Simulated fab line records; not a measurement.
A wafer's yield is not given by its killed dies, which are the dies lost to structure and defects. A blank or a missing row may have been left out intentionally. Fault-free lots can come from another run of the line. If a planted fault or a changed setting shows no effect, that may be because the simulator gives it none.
Which tool did it? | flow nandHarc | Sampling: 7 lots, 21 wafers, 4 of 1159 route steps

== WHAT EACH GAUGE READ, for each wafer ==
NHARC_P_M1_OVL_MEAS_10: pitch 260 nm.
lot  | measured     | on         | overlayXNm (nm)
L278 | day 6 19:12  | overlay-01 | -0.5 -0.3 0.0
L280 | day 7 08:31  | overlay-01 | 0.1 0.8 0.8
L284 | day 8 01:47  | overlay-02 | 1.4 0.6 0.8
L292 | day 10 09:15 | overlay-02 | -0.1 0.1 0.1
L295 | day 10 12:36 | overlay-01 | -0.4 0.4 0.7
L297 | day 11 00:16 | overlay-01 | 0.2 -0.1 -0.7
L298 | day 11 07:31 | overlay-01 | -1.3 -0.8 -0.3

== WHAT TOOL EACH LOT RAN ON (gives the tool, then ch and the chambers of the sampled wafers, and finally the start) ==
lot  | NHARC_P_M0_STRIP_18               | NHARC_P_M0_PRE_CLEAN_29                | NHARC_P_M1_DEP_00
L278 | rieDiel-07 ch 0,2,3, day 6 15:39  | pvdSputter-03, day 6 18:20 or earlier  | pecvd-03 ch 0,1,2, day 6 18:20
L280 | rieDiel-06 ch 0,1,2, day 7 04:38  | pvdSputter-03, day 7 07:36 or earlier  | pecvd-04 ch 0,1,2, day 7 07:36
L284 | rieDiel-09 ch 0,1,2, day 7 22:10  | pvdSputter-03, day 8 00:50 or earlier  | pecvd-04 ch 0,2, day 8 00:50
L292 | rieDiel-09 ch 2,3, day 10 05:38   | pvdSputter-01, day 10 08:23 or earlier | pecvd-03 ch 0,2, day 10 08:23
L295 | rieDiel-06 ch 1,2, day 10 08:52   | pvdSputter-03, day 10 11:40 or earlier | pecvd-04 ch 0,1,2, day 10 11:40
L297 | rieDiel-09 ch 0,2, day 10 20:41   | pvdSputter-01, day 10 23:21 or earlier | pecvd-04 ch 0,1,2, day 10 23:21
L298 | rieDiel-09 ch 1,2,3, day 11 03:47 | pvdSputter-01, day 11 06:36 or earlier | pecvd-04 ch 0,2, day 11 06:36
- NHARC_P_M0_STRIP_18: strips in N2/H2.
- NHARC_P_M0_PRE_CLEAN_29: time 30 s.
- NHARC_P_M1_DEP_00: deposits SiOC, target thk 182.5 nm.

== THE ANSWER, worked out from the rows above alone ==
Rule: usual is defined by the lots themselves. Put in order of their means at a reading, lots are off if they are a third of the lots or fewer, leave a main group of 4 or more, and stand apart from it by a gap of 3 or more times the standard deviation of the main group's means; of several such gaps the widest counts. If all means in a main group match to the digits the tables above print for the reading, that group is not used. Also off: a lot with no number at a reading for which 4 or more lots have one. Where the step has rows for the other lots, those lots are counted as sound.
No lot is off at any reading shown: from this, nothing can be told.

== WHAT THE SIMULATOR HAD INSERTED ==
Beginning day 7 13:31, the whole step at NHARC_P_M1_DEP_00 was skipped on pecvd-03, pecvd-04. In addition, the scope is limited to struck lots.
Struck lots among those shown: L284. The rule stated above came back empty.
